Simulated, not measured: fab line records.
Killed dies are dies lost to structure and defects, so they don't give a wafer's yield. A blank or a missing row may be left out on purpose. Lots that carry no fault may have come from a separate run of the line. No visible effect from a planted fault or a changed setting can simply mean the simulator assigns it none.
Matching of chambers :: flow n5_finfet :: N5_BEOL_M0_SAQP_ETCH_102 on rie_si-03 has 4 sister chambers
The step etches SiO2 in CF4, target depth 4 nm, time 4.4 s. 7 wafers are shown with their chamber, then 7 later ones without.

## WAFERS PAIRED WITH THEIR CHAMBERS
wafer: L081.5
chamber: 2
drypump_motor_current_A (A): 6.1
throttle_valve_pct (%): 21.53

wafer: L081.6
chamber: 3
drypump_motor_current_A (A): 5.3
throttle_valve_pct (%): 21.54

wafer: L084.3
chamber: 1
drypump_motor_current_A (A): 6.0
throttle_valve_pct (%): 21.76

wafer: L084.4
chamber: 3
drypump_motor_current_A (A): 5.3
throttle_valve_pct (%): 21.55

wafer: L084.6
chamber: 1
drypump_motor_current_A (A): 6.0
throttle_valve_pct (%): 21.80

wafer: L093.2
chamber: 0
drypump_motor_current_A (A): 5.9
throttle_valve_pct (%): 21.58

wafer: L093.4
chamber: 2
drypump_motor_current_A (A): 6.0
throttle_valve_pct (%): 21.56

## WAFERS WITH NO CHAMBER GIVEN
wafer: L093.5
drypump_motor_current_A (A): 5.3
throttle_valve_pct (%): 21.55

wafer: L095.2
drypump_motor_current_A (A): 6.1
throttle_valve_pct (%): 21.55

wafer: L095.3
drypump_motor_current_A (A): 5.9
throttle_valve_pct (%): 21.58

wafer: L095.5
drypump_motor_current_A (A): 5.9
throttle_valve_pct (%): 21.60

wafer: L096.2
drypump_motor_current_A (A): 6.0
throttle_valve_pct (%): 21.57

wafer: L096.4
drypump_motor_current_A (A): 5.9
throttle_valve_pct (%): 21.58

wafer: L096.5
drypump_motor_current_A (A): 5.3
throttle_valve_pct (%): 21.52

## WHICH CHAMBER EACH ONE RAN IN
wafer: L093.5
from the rows above: 3
in truth: 3

wafer: L095.2
from the rows above: 2
in truth: 2

wafer: L095.3
from the rows above: 0
in truth: 0

wafer: L095.5
from the rows above: 0
in truth: 0

wafer: L096.2
from the rows above: can't be placed: 2 or 0
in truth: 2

wafer: L096.4
from the rows above: 0
in truth: 0

wafer: L096.5
from the rows above: 3
in truth: 3
6 of 7 placed correctly. Not placeable from these rows: 1 (in 1, the candidates include the true chamber). Wrongly placed: 0.
How it was worked out, from the rows above alone: a wafer's distance from a chamber is the root of the sum, over the readings, of the square of ((its reading less the chamber's mean) divided by the reading's scatter). The wafer belongs to the nearest chamber; if the next one is less than 2 further off, it can't be placed. A chamber's mean is the mean of its shown wafers. How the scatter is found: for the shown wafers, subtract from each reading the mean of its chamber, square and add these, divide the total by (wafers less chambers), then take the root.
